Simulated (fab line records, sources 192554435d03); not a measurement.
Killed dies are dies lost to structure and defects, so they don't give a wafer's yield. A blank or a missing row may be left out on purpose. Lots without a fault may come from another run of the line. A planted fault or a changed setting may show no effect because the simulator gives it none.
Split-lot experiment | flow n5_finfet | 7 lots, 39 wafers read, on a route of 1938 steps

THE SPLIT
At N5_HKMG_FIN_ETCH_54 (etches SiARC in CF4, target depth 45.5 nm, time 75.8 s), the setting bias_w was moved away from the recipe's 36 W on 15 of the 39 wafers read, by -6.1% to +16.1%. The other wafers ran this setting at the recipe's value.

The reading is taken at the split's own step.

THE READING
rf_vpp_V, in V, at N5_HKMG_FIN_ETCH_54 (etches SiARC in CF4, target depth 45.5 nm, time 75.8 s). Fault-free wafers of this fab line usually give 183.9 V, standard deviation 1.1 V.

wafer  | tool, chamber at the split | bias_w as run, W | against the recipe | rf_vpp_V, V | against lot-mates on the recipe
L074.1 | rie_diel-02, 3             | 36               | recipe             | 183.9       | -
L074.2 | rie_diel-02, 2             | 36               | recipe             | 184.1       | -
L074.3 | rie_diel-02, 0             | 36               | recipe             | 184.0       | -
L074.4 | rie_diel-02, 1             | 37.84            | +5.1%              | 190.7       | +6.7
L074.5 | rie_diel-02, 0             | 37.84            | +5.1%              | 189.2       | +5.2
L074.6 | rie_diel-02, 1             | 37.84            | +5.1%              | 188.9       | +4.9
L076.1 | rie_diel-01, 2             | 33.79            | -6.1%              | 177.9       | -7.0
L076.2 | rie_diel-01, 0             | 36               | recipe             | 183.0       | -
L076.3 | rie_diel-01, 1             | 36               | recipe             | 185.9       | -
L076.4 | rie_diel-01, 3             | 36               | recipe             | 185.7       | -
L076.5 | rie_diel-01, 1             | 33.79            | -6.1%              | 177.7       | -7.2
L076.6 | rie_diel-01, 2             | 33.79            | -6.1%              | 178.3       | -6.6
L077.1 | rie_diel-05, 1             | 36               | recipe             | 183.8       | -
L077.2 | rie_diel-05, 0             | 36               | recipe             | 184.0       | -
L077.5 | rie_diel-05, 2             | 36               | recipe             | 183.0       | -
L081.1 | rie_diel-01, 0             | 41.78            | +16.1%             | 201.1       | +17.2
L081.2 | rie_diel-01, 2             | 36               | recipe             | 182.9       | -
L081.3 | rie_diel-01, 3             | 41.78            | +16.1%             | 201.3       | +17.4
L081.4 | rie_diel-01, 1             | 36               | recipe             | 185.9       | -
L081.5 | rie_diel-01, 2             | 41.78            | +16.1%             | 203.7       | +19.8
L081.6 | rie_diel-01, 3             | 36               | recipe             | 183.0       | -
L084.1 | rie_diel-01, 2             | 38.43            | +6.7%              | 191.3       | +7.4
L084.2 | rie_diel-01, 0             | 36               | recipe             | 183.7       | -
L084.3 | rie_diel-01, 3             | 36               | recipe             | 184.7       | -
L084.4 | rie_diel-01, 0             | 38.43            | +6.7%              | 190.4       | +6.5
L084.5 | rie_diel-01, 2             | 36               | recipe             | 183.4       | -
L084.6 | rie_diel-01, 3             | 38.43            | +6.7%              | 191.3       | +7.4
L088.1 | rie_diel-01, 2             | 36               | recipe             | 185.8       | -
L088.2 | rie_diel-01, 0             | 36               | recipe             | 182.2       | -
L088.3 | rie_diel-01, 1             | 36               | recipe             | 183.5       | -
L088.4 | rie_diel-01, 3             | 36               | recipe             | 186.0       | -
L088.5 | rie_diel-01, 2             | 36               | recipe             | 185.3       | -
L088.6 | rie_diel-01, 3             | 36               | recipe             | 183.9       | -
L097.1 | rie_diel-05, 1             | 39.96            | +11.0%             | 196.8       | +13.5
L097.2 | rie_diel-05, 2             | 36               | recipe             | 183.4       | -
L097.3 | rie_diel-05, 3             | 39.96            | +11.0%             | 197.7       | +14.4
L097.4 | rie_diel-05, 0             | 36               | recipe             | 182.4       | -
L097.5 | rie_diel-05, 2             | 39.96            | +11.0%             | 196.0       | +12.7
L097.6 | rie_diel-05, 3             | 36               | recipe             | 184.0       | -

THE FIT
A straight line over all 39 wafers: rf_vpp_V changes by +1.1 V for each +1% of bias_w; r = +0.99; the points scatter about the line by 1.1 V.
The same after taking each lot's own level away (the mean of its wafers on the recipe; 39 wafers): +1.14 V for each +1%; r = +0.99; scatter 1 V.
On that fit, the largest move of bias_w shifts the reading by 18 V.
The lots' own levels span 183.27 to 184.87 V, that is 1.5 times the standard deviation above.
So the lot-to-lot level changes the slope little: the two slopes agree.
Check: with one of the wafers moved furthest among these (+16.1%) left out of the fit, the line predicts +18.6 V for it against its lot-mates. It came out at +17.2 V against them.
Tool readings at the split's step, against how far the setting was moved: rf_vpp_V r = +0.99.

OTHER SPLITS ON THESE WAFERS
These wafers also went through other splits before the reading. Each is held against what the fit with the lots' levels taken away leaves over:
other split on the same wafers  | wafers away from the commonest value | r with rf_vpp_V (lot level and that fit taken away)
N5_FIN_SAQP_HM_DEP_03 time_s    | 12                                   | +0.14
N5_SD_EPI_N_SD_RECESS_17 time_s | 15                                   | +0.22

THE FILE'S OWN FIT
rf_vpp_V changes by +1.14 V for each +1% of bias_w, r = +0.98.
